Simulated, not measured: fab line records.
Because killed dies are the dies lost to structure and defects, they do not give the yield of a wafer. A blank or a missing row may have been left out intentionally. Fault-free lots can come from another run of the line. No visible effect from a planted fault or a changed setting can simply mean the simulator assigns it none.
Which of the tools did it?	flow nand harc	at 1 step of a route of 1302, 12 lots with 36 wafers sampled

## WHAT THE GAUGES SHOWED, per wafer
NHARC_A_CONTACT_OVL_MEAS_09.
lot	measured	on	overlay x nm (nm)
L074	day 22 11:14	overlay-01	0.4 0.6 0.3
L077	day 23 12:34	overlay-01	1.5 0.9 1.3
L079	day 24 02:10	overlay-01	-0.4 -0.6 0.2
L081	day 24 16:55	overlay-01	0.6 -0.1 -0.4
L083	day 26 03:26	overlay-01	-0.2 -0.4 -0.2
L086	day 26 16:46	overlay-02	-0.2 -0.1 -0.8
L087	day 27 23:25	overlay-02	-0.2 0.3 0.7
L089	day 29 13:58	overlay-01	1.6 1.5 1.1
L091	day 30 02:59	overlay-02	0.8 0.2 0.8
L094	day 30 08:57	overlay-02	0.0 0.2 -0.2
L096	day 31 05:07	overlay-02	0.6 0.3 0.2
L095	day 31 14:04	overlay-02	-0.6 -1.3 -1.1

## TOOL THAT RAN EACH LOT (tool first, then ch and the chambers of the sampled wafers, then the start)
The record shows no process step preceding these readings.

## THE ANSWER, worked out from the rows above alone
Rule: what is usual is taken from the lots themselves. Put in order of their means at a reading, lots are off if they are a third of the lots or fewer, leave a main group of 4 or more, and stand apart from it by a gap of 3 or more times the standard deviation of the main group's means; of several such gaps the widest counts. A main group is skipped when, at the precision printed for the reading in the tables above, its means are all equal. A lot without any number at a reading at which 4 lots or more have one is off too. Any other lot the step has rows for is counted as sound.
None of the lots is off at any reading shown; this tells nothing.

## WHAT THE SIMULATOR HAD PUT IN
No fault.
